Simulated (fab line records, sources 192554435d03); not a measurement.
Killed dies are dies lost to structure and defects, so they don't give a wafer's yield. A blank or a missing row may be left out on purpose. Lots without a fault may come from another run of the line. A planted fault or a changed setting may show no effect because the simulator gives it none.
Chamber matching | flow n5_finfet | N5_HKMG_FIN_DESCUM_17 on rie_diel-04: 4 sister chambers
The step chemistry O2, time 7.9 s. 4 wafers are shown with their chamber, then 8 later ones without.

WAFERS WITH THEIR CHAMBER
wafer  | chamber | showerhead_plenum_p_Torr (Torr)
L860.2 | 2       | 2.08
L863.1 | 0       | 2.17
L866.2 | 1       | 2.15
L868.3 | 3       | 2.08

WAFERS WITHOUT THEIR CHAMBER
wafer  | showerhead_plenum_p_Torr (Torr)
L868.4 | 2.16
L868.6 | 2.08
L872.2 | 2.07
L872.3 | 2.07
L872.6 | 2.16
L871.3 | 2.07
L871.4 | 2.15
L871.6 | 2.15

WHICH CHAMBER EACH WENT THROUGH
wafer  | from the rows above     | in truth
L868.4 | can't be placed: 0 or 1 | 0
L868.6 | can't be placed: 2 or 3 | 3
L872.2 | can't be placed: 2 or 3 | 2
L872.3 | can't be placed: 2 or 3 | 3
L872.6 | can't be placed: 0 or 1 | 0
L871.3 | can't be placed: 2 or 3 | 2
L871.4 | 1                       | 1
L871.6 | 1                       | 1
Placed correctly: 2 of 8. Can't be placed from these rows: 6 (the true chamber is among the candidates in 6). Placed wrongly: 0.
How it was worked out, from the rows above alone: a wafer's distance from a chamber is the root of the sum, over the readings, of the square of ((its reading less the chamber's mean) divided by the reading's scatter). The wafer belongs to the nearest chamber; if the next one is less than 2 further off, it can't be placed. A chamber's mean is the mean of its shown wafers. The scatter: with one shown wafer a chamber, the root of the mean of the squares of how far each hidden wafer lies from its nearest shown one.
